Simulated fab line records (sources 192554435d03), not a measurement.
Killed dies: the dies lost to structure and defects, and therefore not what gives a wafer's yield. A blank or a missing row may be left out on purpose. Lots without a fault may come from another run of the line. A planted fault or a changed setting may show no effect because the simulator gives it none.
Split-lot study :: flow n5_finfet :: route with 1938 steps; 7 lots, 39 wafers read

ABOUT THE SPLIT
At N5_MIM_TOP_LITHO_DEVELOP_07 (develop time 60 s), the setting develop_time_s was moved away from the recipe's 60 s on 12 of the 39 wafers read, by -55.3% to +27.0%. This setting was run at the recipe's value on the other wafers.

SPLIT TO READING: what lies between them in the file, 1 step
- N5_MIM_TOP_LITHO_HARDBAKE_09: time 120 s

THE READING
cd_nm, in nm, at N5_MIM_TOP_LITHO_CD_MEAS_08 (target cd 2000 nm). Typical for fault-free wafers on this fab line: 2000.6 nm, with standard deviation 1.7 nm.

wafer: L075.1
tool, chamber at the split: litho_track-04, 0
develop_time_s as run, s: 60
against the recipe: recipe
cd_nm, nm: 2001.4
against lot-mates on the recipe: -

wafer: L075.2
tool, chamber at the split: litho_track-04, 0
develop_time_s as run, s: 76.23
against the recipe: +27.0%
cd_nm, nm: 1996.3
against lot-mates on the recipe: -4.0

wafer: L075.3
tool, chamber at the split: litho_track-04, 0
develop_time_s as run, s: 76.23
against the recipe: +27.0%
cd_nm, nm: 1995.3
against lot-mates on the recipe: -5.0

wafer: L075.4
tool, chamber at the split: litho_track-04, 0
develop_time_s as run, s: 60
against the recipe: recipe
cd_nm, nm: 2000.3
against lot-mates on the recipe: -

wafer: L075.5
tool, chamber at the split: litho_track-04, 0
develop_time_s as run, s: 76.23
against the recipe: +27.0%
cd_nm, nm: 1996.7
against lot-mates on the recipe: -3.6

wafer: L075.6
tool, chamber at the split: litho_track-04, 0
develop_time_s as run, s: 60
against the recipe: recipe
cd_nm, nm: 1999.3
against lot-mates on the recipe: -

wafer: L079.1
tool, chamber at the split: litho_track-03, 0
develop_time_s as run, s: 26.84
against the recipe: -55.3%
cd_nm, nm: 2017.5
against lot-mates on the recipe: +15.9

wafer: L079.2
tool, chamber at the split: litho_track-03, 0
develop_time_s as run, s: 26.84
against the recipe: -55.3%
cd_nm, nm: 2017.7
against lot-mates on the recipe: +16.1

wafer: L079.3
tool, chamber at the split: litho_track-03, 0
develop_time_s as run, s: 26.84
against the recipe: -55.3%
cd_nm, nm: 2016.6
against lot-mates on the recipe: +15.0

wafer: L079.4
tool, chamber at the split: litho_track-03, 0
develop_time_s as run, s: 60
against the recipe: recipe
cd_nm, nm: 2003.6
against lot-mates on the recipe: -

wafer: L079.5
tool, chamber at the split: litho_track-03, 0
develop_time_s as run, s: 60
against the recipe: recipe
cd_nm, nm: 2001.8
against lot-mates on the recipe: -

wafer: L079.6
tool, chamber at the split: litho_track-03, 0
develop_time_s as run, s: 60
against the recipe: recipe
cd_nm, nm: 1999.3
against lot-mates on the recipe: -

wafer: L080.1
tool, chamber at the split: litho_track-04, 0
develop_time_s as run, s: 60
against the recipe: recipe
cd_nm, nm: 2002.7
against lot-mates on the recipe: -

wafer: L080.2
tool, chamber at the split: litho_track-04, 0
develop_time_s as run, s: 60
against the recipe: recipe
cd_nm, nm: 2001.6
against lot-mates on the recipe: -

wafer: L080.3
tool, chamber at the split: litho_track-04, 0
develop_time_s as run, s: 60
against the recipe: recipe
cd_nm, nm: 2001.8
against lot-mates on the recipe: -

wafer: L080.4
tool, chamber at the split: litho_track-04, 0
develop_time_s as run, s: 60
against the recipe: recipe
cd_nm, nm: 2002.8
against lot-mates on the recipe: -

wafer: L080.5
tool, chamber at the split: litho_track-04, 0
develop_time_s as run, s: 60
against the recipe: recipe
cd_nm, nm: 2003.1
against lot-mates on the recipe: -

wafer: L080.6
tool, chamber at the split: litho_track-04, 0
develop_time_s as run, s: 60
against the recipe: recipe
cd_nm, nm: 2000.6
against lot-mates on the recipe: -

wafer: L085.1
tool, chamber at the split: litho_track-04, 0
develop_time_s as run, s: 60
against the recipe: recipe
cd_nm, nm: 2002.0
against lot-mates on the recipe: -

wafer: L085.2
tool, chamber at the split: litho_track-04, 0
develop_time_s as run, s: 60
against the recipe: recipe
cd_nm, nm: 2002.7
against lot-mates on the recipe: -

wafer: L085.4
tool, chamber at the split: litho_track-04, 0
develop_time_s as run, s: 60
against the recipe: recipe
cd_nm, nm: 2003.0
against lot-mates on the recipe: -

wafer: L089.1
tool, chamber at the split: litho_track-03, 0
develop_time_s as run, s: 60
against the recipe: recipe
cd_nm, nm: 1999.3
against lot-mates on the recipe: -

wafer: L089.2
tool, chamber at the split: litho_track-03, 0
develop_time_s as run, s: 45.59
against the recipe: -24.0%
cd_nm, nm: 2001.8
against lot-mates on the recipe: +2.2

wafer: L089.3
tool, chamber at the split: litho_track-03, 0
develop_time_s as run, s: 60
against the recipe: recipe
cd_nm, nm: 2001.8
against lot-mates on the recipe: -

wafer: L089.4
tool, chamber at the split: litho_track-03, 0
develop_time_s as run, s: 45.59
against the recipe: -24.0%
cd_nm, nm: 2002.4
against lot-mates on the recipe: +2.8

wafer: L089.5
tool, chamber at the split: litho_track-03, 0
develop_time_s as run, s: 60
against the recipe: recipe
cd_nm, nm: 1997.7
against lot-mates on the recipe: -

wafer: L089.6
tool, chamber at the split: litho_track-03, 0
develop_time_s as run, s: 45.59
against the recipe: -24.0%
cd_nm, nm: 2005.1
against lot-mates on the recipe: +5.5

wafer: L090.1
tool, chamber at the split: litho_track-03, 0
develop_time_s as run, s: 60
against the recipe: recipe
cd_nm, nm: 1997.7
against lot-mates on the recipe: -

wafer: L090.2
tool, chamber at the split: litho_track-03, 0
develop_time_s as run, s: 60
against the recipe: recipe
cd_nm, nm: 1997.8
against lot-mates on the recipe: -

wafer: L090.3
tool, chamber at the split: litho_track-03, 0
develop_time_s as run, s: 60
against the recipe: recipe
cd_nm, nm: 1999.6
against lot-mates on the recipe: -

wafer: L090.4
tool, chamber at the split: litho_track-03, 0
develop_time_s as run, s: 60
against the recipe: recipe
cd_nm, nm: 1998.9
against lot-mates on the recipe: -

wafer: L090.5
tool, chamber at the split: litho_track-03, 0
develop_time_s as run, s: 60
against the recipe: recipe
cd_nm, nm: 2001.9
against lot-mates on the recipe: -

wafer: L090.6
tool, chamber at the split: litho_track-03, 0
develop_time_s as run, s: 60
against the recipe: recipe
cd_nm, nm: 1998.6
against lot-mates on the recipe: -

wafer: L097.1
tool, chamber at the split: litho_track-03, 0
develop_time_s as run, s: 45.22
against the recipe: -24.6%
cd_nm, nm: 2006.4
against lot-mates on the recipe: +5.3

wafer: L097.2
tool, chamber at the split: litho_track-03, 0
develop_time_s as run, s: 45.22
against the recipe: -24.6%
cd_nm, nm: 2003.8
against lot-mates on the recipe: +2.7

wafer: L097.3
tool, chamber at the split: litho_track-03, 0
develop_time_s as run, s: 60
against the recipe: recipe
cd_nm, nm: 2003.1
against lot-mates on the recipe: -

wafer: L097.4
tool, chamber at the split: litho_track-03, 0
develop_time_s as run, s: 60
against the recipe: recipe
cd_nm, nm: 1997.8
against lot-mates on the recipe: -

wafer: L097.5
tool, chamber at the split: litho_track-03, 0
develop_time_s as run, s: 45.22
against the recipe: -24.6%
cd_nm, nm: 2007.1
against lot-mates on the recipe: +6.0

wafer: L097.6
tool, chamber at the split: litho_track-03, 0
develop_time_s as run, s: 60
against the recipe: recipe
cd_nm, nm: 2002.4
against lot-mates on the recipe: -

THE FIT
A straight line over all 39 wafers: cd_nm changes by -0.244 nm for each +1% of develop_time_s; r = -0.90; the points scatter about the line by 2.3 nm.
The same after taking each lot's own level away (the mean of its wafers on the recipe; 39 wafers): -0.236 nm for each +1%; r = -0.93; scatter 1.8 nm.
The reading moves by 13 nm for the largest change in develop_time_s, on that fit.
The span of the lots' own levels, 1999.08 to 2002.57 nm, comes to 2.0 times the standard deviation stated above.
Consequently the slope shifts little with the lot-to-lot level, the two slopes agreeing.
Check: for one of the wafers moved furthest among these (-55.3%), held out of the fit, the line's prediction against its lot-mates is +12.4 nm. It came out at +15.9 nm against them.

THE WHOLE CHAIN: every reading that the file lists as answering this split, in the file's order
step: N5_MIM_TOP_LITHO_CD_MEAS_08
what it does: target cd 2000 nm
reading: cd_nm
change (the file's fit): -0.237 nm for each +1% of the setting
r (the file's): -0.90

step: N5_MIM_TOP_LITHO_DESCUM_10
what it does: chemistry O2, time 7.9 s
reading: MIM_TOP_LITHO.cd_nm (the simulator's own value, which no gauge read)
change (the file's fit): -0.241 nm for each +1% of the setting
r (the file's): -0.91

THE FILE'S OWN FIT
cd_nm changes by -0.237 nm for each +1% of develop_time_s, r = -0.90.
